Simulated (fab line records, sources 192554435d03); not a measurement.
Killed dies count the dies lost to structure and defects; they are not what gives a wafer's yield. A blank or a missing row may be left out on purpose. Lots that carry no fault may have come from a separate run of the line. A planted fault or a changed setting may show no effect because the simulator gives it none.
Split-lot trial ; flow n5Finfet ; 7 lots, 21 wafers read, on a route of 1938 steps

THE SPLIT ITSELF
At N5_PASSIVATION_EXPOSE_41 (exposes mask PASS OPEN, defocus 0 nm, target cd 40000 nm), the setting doseMj was moved away from the recipe's 57.25 on 8 of the 21 wafers read, by -6.2% to +4.7%. For the rest of the wafers, this setting stayed at what the recipe calls for.

FROM THE SPLIT TO THE READING: what the file shows between them, 3 steps
- N5_PASSIVATION_PEB_42
- N5_PASSIVATION_DEVELOP_43: develop time 60 s
- N5_PASSIVATION_HARDBAKE_45: time 120 s

THE READING
cdNm at N5_PASSIVATION_CD_MEAS_44, given in nm (cd target 40000 nm). On this fab line, fault-free wafers typically give 39998 nm with a standard deviation of 3.4 nm.

wafer;tool, chamber at the split;doseMj as run;against the recipe;cdNm, nm;against lot-mates on the recipe
L078.1;krfScanner-02, 0;53.7;-6.2%;39975;-26
L078.2;krfScanner-02, 0;57.25;recipe;40001;-
L078.6;krfScanner-02, 0;53.7;-6.2%;39970;-31
L080.1;krfScanner-02, 0;58.6;+2.4%;40009;+8
L080.2;krfScanner-02, 0;57.25;recipe;39999;-
L080.6;krfScanner-02, 0;57.25;recipe;40004;-
L092.1;krfScanner-01, 0;57.25;recipe;39995;-
L092.3;krfScanner-01, 0;57.25;recipe;39999;-
L092.4;krfScanner-01, 0;57.25;recipe;39996;-
L093.2;krfScanner-01, 0;57.25;recipe;39997;-
L093.5;krfScanner-01, 0;59.96;+4.7%;40010;+16
L093.6;krfScanner-01, 0;57.25;recipe;39990;-
L094.3;krfScanner-02, 0;57.25;recipe;40001;-
L094.4;krfScanner-02, 0;55.97;-2.2%;39991;-10
L094.5;krfScanner-02, 0;55.97;-2.2%;39996;-5
L096.1;krfScanner-02, 0;57.25;recipe;39994;-
L096.5;krfScanner-02, 0;57.25;recipe;39998;-
L096.6;krfScanner-02, 0;57.25;recipe;39992;-
L097.2;krfScanner-02, 0;59.62;+4.1%;40016;+16
L097.4;krfScanner-02, 0;57.25;recipe;40000;-
L097.5;krfScanner-02, 0;59.62;+4.1%;40014;+14

FIT RESULTS
A straight line over all 21 wafers: cdNm changes by +3.75 nm for each +1% of doseMj; r = +0.94; the points scatter about the line by 4 nm.
The same after taking each lot's own level away (the mean of its wafers on the recipe; 21 wafers): +4.06 nm for each +1%; r = +0.97; scatter 2.6 nm.
The reading moves by 25 nm for the largest change in doseMj, on that fit.
The span of the lots' own levels, 39993.5 to 40001.5 nm, comes to 2.4 times the standard deviation stated above.
The two slopes are in agreement: the lot-to-lot level therefore moves the slope only a little.
Check: -25.7 nm against its lot-mates is what the line predicts for one of the wafers moved furthest among these (-6.2%) when that wafer is left out of the fit. It came out at -26 nm against them.

THE OTHER SPLITS THESE WAFERS WENT THROUGH
These wafers also went through other splits before the reading. Each is held against what the fit with the lots' levels taken away leaves over:
other split on the same wafers;wafers away from the commonest value;r with cdNm (lot level and that fit taken away)
N5_BEOL_M14_EXPOSE_25 doseMj;5;+0.26
N5_BEOL_M14_ETCH_68 timeS;8;-0.47
N5_BEOL_M15_COAT_22 spinRpm;9;+0.03
N5_BEOL_M15_TRENCH_ETCH_34 timeS;6;+0.05
N5_MIM_BOT_LITHO_EXPOSE_05 doseMj;13;-0.11
N5_MIM_BOT_ETCH_ETCH_04 timeS;7;-0.34

FILE'S OWN FIT
cdNm changes by +3.99 nm for each +1% of doseMj, r = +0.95.
